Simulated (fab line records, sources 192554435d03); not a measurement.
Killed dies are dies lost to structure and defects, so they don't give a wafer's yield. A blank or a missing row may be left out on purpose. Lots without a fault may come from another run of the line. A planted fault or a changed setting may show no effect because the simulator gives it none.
A struck lot beside a sound one | flow n5_finfet | 14 steps out of a route of 1938
Sound: wafers L371.1, L371.5, L371.6. Struck: wafers L367.3, L367.5, L367.6. The cause comes at the end.
At each step with rows: each side's tool, then ch and its chambers, then its first start. Under that, the readings that differ: sound wafers | struck wafers | difference of the means | sigmas: that difference in standard deviations of wafers without a fault.
alike: readings whose means differ by less than 2 such deviations, and words and numbers that are the same on both sides. not compared: withheld readings, readings that some wafer has no value for, bounds like >300 that may hide the same value, and numbers for which the record gives no deviation and whose values overlap.
The two part at a step that has a row with sigmas, a row that says differs or no value, or rows on one side only. Numbers that don't overlap but have no deviation are shown without sigmas and don't part them. A reading that every wafer of one side lacks parts them only if that side has two wafers or more.

N5_BEOL_M14_ETCH_59: etches BARC in N2/H2, target depth 89 nm, overetch 26.7 nm, time 67.9 s.
  sound on rie_diel-04 ch 2,3, day 14 17:44; struck on rie_diel-02 ch 1,3, day 14 16:11
  alike: drypump_motor_current_A, oes_product_au, rf_vpp_V, showerhead_plenum_p_Torr, throttle_valve_pct
  not compared: rf_hours_counter_h
N5_BEOL_M14_VIA_ETCH_16: etches SiO2 in C4F8/O2/Ar, target depth 1231.3 nm.
  sound on rie_diel-04 ch 2,3, day 14 17:47; struck on rie_diel-02 ch 1,3, day 14 16:14
  reading      | sound          | struck         | difference | sigmas
  rf_vpp_V (V) | 2263 2263 2247 | 2211 2211 2188 | -54        | -2
  alike: drypump_motor_current_A, he_outer_torr, oes_product_au, showerhead_plenum_p_Torr, throttle_valve_pct
N5_BEOL_M14_STRIP_63: strips in O2.
  sound on rie_diel-04 ch 2,3; struck on rie_diel-02 ch 1,3
  alike: drypump_motor_current_A, oes_product_au, rf_vpp_V, showerhead_plenum_p_Torr, throttle_valve_pct
  not compared: rf_hours_counter_h
N5_BEOL_M14_STRIP_64: strips in O2.
  sound on rie_diel-04 ch 2,3; struck on rie_diel-02 ch 1,3
  alike: drypump_motor_current_A, oes_product_au, rf_vpp_V, showerhead_plenum_p_Torr, throttle_valve_pct
  not compared: rf_hours_counter_h
then, 2 steps without rows for these wafers: N5_BEOL_M14_STRIP_71 (strips in post etch residue remover, time 60 s); N5_BEOL_M14_SRD_72 (time 30 s, dry time 30 s).
N5_BEOL_M14_CD_MEAS_17: target cd 250 nm.
  sound on cd_sem-01, day 14 18:08; struck on cd_sem-02, day 14 16:35
  alike: cd_nm
then, 5 steps without rows for these wafers: N5_BEOL_M14_COAT_65 (time 60 s, resist thk 450 nm); N5_BEOL_M14_COAT_66 (time 60 s, resist thk 110 nm); N5_BEOL_M14_COAT_22 (resist thk 300 nm); N5_BEOL_M14_EBR_24; N5_BEOL_M14_SOFTBAKE_23 (time 60 s).
N5_BEOL_M14_EXPOSE_25: exposes mask M14, target cd 280 nm.
  sound on krf_scanner-01 ch 0, day 14 18:25; struck on krf_scanner-01, day 14 16:53
  no value came back on the struck wafers for exposure_dose_mJ_cm2, focus_offset_nm (nm), sigma_inner; on the sound wafers exposure_dose_mJ_cm2 reads 26.569 26.566 26.580
  alike: mask
then, 1 step without rows for these wafers: N5_BEOL_M14_PEB_26 (peb time 90 s).

WHERE THEY PART
First at N5_BEOL_M14_VIA_ETCH_16; last, within this record, at N5_BEOL_M14_EXPOSE_25.

WHY: what the simulator had put in
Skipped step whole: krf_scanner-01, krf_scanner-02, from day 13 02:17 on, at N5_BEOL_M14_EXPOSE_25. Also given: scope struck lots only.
